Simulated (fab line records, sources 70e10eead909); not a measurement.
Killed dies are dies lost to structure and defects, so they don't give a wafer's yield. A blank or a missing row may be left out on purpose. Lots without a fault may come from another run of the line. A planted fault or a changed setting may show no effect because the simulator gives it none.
Chamber matching | flow nand_harc | NHARC_THIN_TSV_ETCH_44 on rie_diel-07: 4 sister chambers
The step etches the open film in CF4/O2, target depth 1594.2 nm, time 797.1 s. 8 wafers are shown with their chamber, then 8 later ones without.

WAFERS WITH THEIR CHAMBER
wafer  | chamber | drypump_motor_current_A (A) | rf_vpp_V (V)
L512.3 | 3       | 5.4                         | 797
L509.2 | 2       | 5.7                         | 799
L509.4 | 1       | 5.4                         | 800
L509.6 | 2       | 5.8                         | 799
L514.1 | 1       | 5.4                         | 800
L514.2 | 3       | 5.4                         | 797
L514.4 | 0       | 6.4                         | 794
L515.1 | 0       | 6.4                         | 795

WAFERS WITHOUT THEIR CHAMBER
wafer  | drypump_motor_current_A (A) | rf_vpp_V (V)
L515.3 | 5.8                         | 798
L515.5 | 5.8                         | 800
L518.3 | 5.4                         | 800
L518.4 | 5.4                         | 796
L518.6 | 5.4                         | 797
L525.2 | 5.4                         | 799
L525.4 | 5.4                         | 797
L525.6 | 5.4                         | 796

WHICH CHAMBER EACH WENT THROUGH
wafer  | from the rows above | in truth
L515.3 | 2                   | 2
L515.5 | 2                   | 2
L518.3 | 1                   | 1
L518.4 | 3                   | 3
L518.6 | 3                   | 3
L525.2 | 1                   | 1
L525.4 | 3                   | 3
L525.6 | 3                   | 3
Placed correctly: 8 of 8. Can't be placed from these rows: 0. Placed wrongly: 0.
How it was worked out, from the rows above alone: a wafer's distance from a chamber is the root of the sum, over the readings, of the square of ((its reading less the chamber's mean) divided by the reading's scatter). The wafer belongs to the nearest chamber; if the next one is less than 2 further off, it can't be placed. A chamber's mean is the mean of its shown wafers. The scatter: the root of (the sum of the squares of (reading less its chamber's mean) over the shown wafers, divided by (wafers less chambers)).
